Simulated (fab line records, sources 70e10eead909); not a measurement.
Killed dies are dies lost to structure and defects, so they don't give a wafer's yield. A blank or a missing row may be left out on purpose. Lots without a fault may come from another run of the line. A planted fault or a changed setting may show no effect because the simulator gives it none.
A struck lot beside a sound one | flow nand_harc | 14 steps out of a route of 1302
Sound: wafers L907.1, L907.4, L907.6. Struck: wafers L925.1, L925.3, L925.4. The cause comes at the end.
At each step with rows: each side's tool, then ch and its chambers, then its first start. Under that, the readings that differ: sound wafers | struck wafers | difference of the means | sigmas: that difference in standard deviations of wafers without a fault.
alike: readings whose means differ by less than 2 such deviations, and words and numbers that are the same on both sides. not compared: withheld readings, readings that some wafer has no value for, bounds like >300 that may hide the same value, and numbers for which the record gives no deviation and whose values overlap.
The two part at a step that has a row with sigmas, a row that says differs or no value, or rows on one side only. Numbers that don't overlap but have no deviation are shown without sigmas and don't part them. A reading that every wafer of one side lacks parts them only if that side has two wafers or more.

first, 1 step without rows for these wafers: NHARC_A_STAIRCASE_ETCH_223 (etches the open film in C4F8/O2, target depth 100 nm, time 40.5 s).
NHARC_A_STAIRCASE_TRIM_224: chemistry O2, time 211.2 s.
  sound on rie_diel-05 ch 0,1; struck on rie_diel-05 ch 1,2,3
  alike: chamber_pressure_mTorr, drypump_motor_current_A, oes_product_au, rf_vpp_V, showerhead_plenum_p_Torr, throttle_valve_pct
  not compared: rf_hours_counter_h
then, 1 step without rows for these wafers: NHARC_A_STAIRCASE_ETCH_225 (etches the open film in C4F8/O2, target depth 100 nm, time 40.5 s).
NHARC_A_STAIRCASE_TRIM_226: chemistry O2, time 211.2 s.
  sound on rie_diel-05 ch 1,2,3; struck on rie_diel-05 ch 0,1,2
  alike: chamber_pressure_mTorr, drypump_motor_current_A, oes_product_au, rf_vpp_V, showerhead_plenum_p_Torr, throttle_valve_pct
  not compared: rf_hours_counter_h
NHARC_A_STAIRCASE_ETCH_227: etches the open film in C4F8/O2, target depth 100 nm, time 40.5 s.
  sound on rie_diel-05 ch 1,3; struck on rie_diel-05 ch 0,1,3
  alike: oes_product_au, rf_vpp_V
  not compared: rf_hours_counter_h
NHARC_A_STAIRCASE_TRIM_229: chemistry O2, time 211.2 s.
  sound on rie_diel-05 ch 0,3, day 16 20:29; struck on rie_diel-01 ch 1,2,3, day 24 16:31
  alike: chamber_pressure_mTorr, drypump_motor_current_A, oes_product_au, rf_vpp_V, showerhead_plenum_p_Torr, throttle_valve_pct
  not compared: rf_hours_counter_h
then, 1 step without rows for these wafers: NHARC_A_STAIRCASE_ETCH_230 (etches the open film in C4F8/O2, target depth 100 nm, time 40.5 s).
NHARC_A_STAIRCASE_TRIM_231: chemistry O2, time 211.2 s.
  sound on rie_diel-05 ch 0,1,2; struck on rie_diel-01 ch 0,1,2
  alike: chamber_pressure_mTorr, drypump_motor_current_A, oes_product_au, rf_vpp_V, showerhead_plenum_p_Torr, throttle_valve_pct
  not compared: rf_hours_counter_h
then, 3 steps without rows for these wafers: NHARC_A_STAIRCASE_ETCH_232 (etches the open film in C4F8/O2, target depth 100 nm, time 40.5 s); NHARC_A_STAIRCASE_TRIM_233 (chemistry O2, time 211.2 s); NHARC_A_STAIRCASE_ETCH_234 (etches the open film in C4F8/O2, target depth 100 nm, time 40.5 s).
NHARC_A_STAIRCASE_TRIM_235: chemistry O2, time 211.2 s.
  sound on rie_diel-05 ch 2,3, day 16 21:13; struck on rie_diel-01 ch 1,2,3, day 24 17:55
  no value came back on the struck wafers for any of 8 readings (bias_w (W), chamber_pressure_mTorr (mTorr) and others); on the sound wafers bias_w (W) reads 0 0 0
  not compared: rf_hours_counter_h
then, 1 step without rows for these wafers: NHARC_A_STAIRCASE_ETCH_236 (etches the open film in C4F8/O2, target depth 100 nm, time 40.5 s).
-- the record jumps here: 9 days lie between the struck wafers' starts before and after (it left off in module A_STAIRCASE and takes up again in module END, whose first step shown is number 1302 of the route) --
NHARC_END_SORT_01:
  the record has rows for the struck wafers here (prober-01 ch 0, day 33 06:22) and none for the sound ones

WHERE THEY PART
First at NHARC_A_STAIRCASE_TRIM_235; last, within this record, at NHARC_END_SORT_01.

WHY: what the simulator had put in
Skipped step whole: rie_diel-01, from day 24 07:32 on, at NHARC_A_STAIRCASE_TRIM_235. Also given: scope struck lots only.
